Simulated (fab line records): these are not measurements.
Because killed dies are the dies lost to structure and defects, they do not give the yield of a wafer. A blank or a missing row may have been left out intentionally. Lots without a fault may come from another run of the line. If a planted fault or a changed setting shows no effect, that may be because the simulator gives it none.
Problem report in the 8D (eight disciplines) form, filled by code / flow nand harc / the parts of the form that need people (team, actions taken, sign-off) are left out

== 1. PROBLEM STATEMENT ==
Wafers with no fault read 61 with a standard deviation of 19, whereas killed dies at NHARC_END_SORT_01 reads a mean of 159 on 1 wafer of 1 lot. Relative to the usual mean, that is a shift of +5.2 standard deviations.
First observed at day 30 21:49: wafer L975.4, on prober-02. The record holds 3 wafers of 1 lot with a number at this step. By rule, "out" or "out of limits" means more than 4 standard deviations away from the usual mean. The other wafers with a number count as sound.

== 2. WHAT IT IS; WHAT IT IS NOT ==
question=which readings at this step | is=killed dies, killed at array | is not=killed at other, killed at periphery, killed open, killed short
question=which lots | is=L975 | is not=-
question=which wafers of those lots | is=L975.4 | is not=L975.2, L975.5
question=read on which gauges | is=prober-02 | is not=-
question=when | is=from day 30 21:49 | is not=up to then (1 sound wafer); but 1 sound wafer of L975 came after

== 3. SUSPECTS, AND WHAT RULES EACH OUT ==
Counting: a tool at a process step up to the reading stays a suspect if it ran every lot that is out. Sound lots after the first of them don't rule it out here, since some wafers of a struck lot are sound.
- the gauge at NHARC_END_SORT_01: kept. All the wafers that are out were read on prober-02, and no step on other tools shows them out.
- wet bench-06 at NHARC_A_DECK1_JOINT_ETCH_09 (etches SiO2 in dHF, target depth 5 nm): kept. It ran the lot that is out, L975 (day 17 16:53).
- rie diel-02 at NHARC_A_BONDPAD_ETCH_34 (etches the open film in N2/H2, target depth 60 nm, overetch 18 nm, time 65.91 s): kept. It ran the lot that is out, L975 (day 29 12:40).
- pvd sputter-02 at NHARC_A_BONDPAD_DEGAS_25 (time 60 s): kept. It ran the lot that is out, L975 (day 29 13:35).
Left after counting: wet bench-06 at NHARC_A_DECK1_JOINT_ETCH_09, rie diel-02 at NHARC_A_BONDPAD_ETCH_34, pvd sputter-02 at NHARC_A_BONDPAD_DEGAS_25, prober-02 at NHARC_END_SORT_01.

== 4. THE CAUSE (what the simulator had put in) ==
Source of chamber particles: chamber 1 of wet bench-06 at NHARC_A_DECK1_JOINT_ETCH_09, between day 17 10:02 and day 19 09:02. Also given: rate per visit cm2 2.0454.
Counting left 4 suspects, and this tool is among them.

== 5. THE EFFECT CHAIN, in route order ==
Each row: a reading where the mean over the struck wafers with a number is more than 3 standard deviations away from the usual. Readings are gone through only where the record gives a usual standard deviation; hours: the median, over the lots, of the time from a lot's start at the first step in this table giving one to that lot's start at this step; sigmas: the change measured in usual standard deviations.
hours=0; step=NHARC_END_SORT_01; reading=killed at array; usual=56; on struck wafers=152; change=+96; sigmas=+5.1
hours=0; step=NHARC_END_SORT_01; reading=killed dies; usual=61; on struck wafers=159; change=+98; sigmas=+5.2

== 6. HOW IT WOULD HAVE BEEN CAUGHT EARLIER ==
The first out-of-limits reading at a measuring or inspecting step in this record came at day 30 21:49, 324 hours after the fault's start at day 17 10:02.
All the lots that are out (1) had begun NHARC_A_DECK1_JOINT_ETCH_09 on wet bench-06 by day 30 21:49. Holding the tool at that point would not have protected any of them.
